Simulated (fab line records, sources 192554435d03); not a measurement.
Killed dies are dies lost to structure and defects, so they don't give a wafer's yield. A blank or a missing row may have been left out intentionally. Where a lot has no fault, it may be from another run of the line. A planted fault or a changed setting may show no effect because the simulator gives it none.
Chamber matching -- flow n5-finfet -- cvd-co-01 running N5_BEOL_M0_CO_CAP_123: 3 sister chambers
The step material Co, precursor CCTBA/H2, target thk 2 nm, time 102.1 s. 3 wafers are shown with their chamber, then 12 later ones without.

== EACH WAFER AND ITS CHAMBER ==
wafer,chamber,heater-power-w (W)
L087.5,0,217
L092.4,2,216
L092.5,1,253

== WAFERS WITHOUT THEIR CHAMBER ==
wafer,heater-power-w (W)
L094.2,219
L094.3,251
L094.5,221
L095.1,248
L095.4,218
L095.5,216
L096.1,210
L096.4,218
L096.6,215
L097.1,250
L097.4,221
L097.6,249

== THE CHAMBER EACH PASSED THROUGH ==
wafer,from the rows above,in truth
L094.2,can't be placed: 0 or 2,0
L094.3,1,1
L094.5,can't be placed: 0 or 2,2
L095.1,1,1
L095.4,can't be placed: 0 or 2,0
L095.5,can't be placed: 2 or 0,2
L096.1,can't be placed: 2 or 0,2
L096.4,can't be placed: 0 or 2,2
L096.6,can't be placed: 2 or 0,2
L097.1,1,1
L097.4,can't be placed: 0 or 2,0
L097.6,1,1
Correct placement for 4 of the 12. Unplaceable from these rows: 8, with the true chamber sitting among the candidates in 8. Wrongly placed: 0.
How it was worked out, from the rows above alone: a wafer's distance from a chamber is the root of the sum, over the readings, of the square of ((its reading less the chamber's mean) divided by the reading's scatter). The wafer belongs to the nearest chamber; if the next one is less than 2 further off, it can't be placed. The mean given for a chamber averages the wafers shown for that chamber. The scatter: root of mean squared gap, hidden wafer to nearest shown wafer, with one shown wafer a chamber.
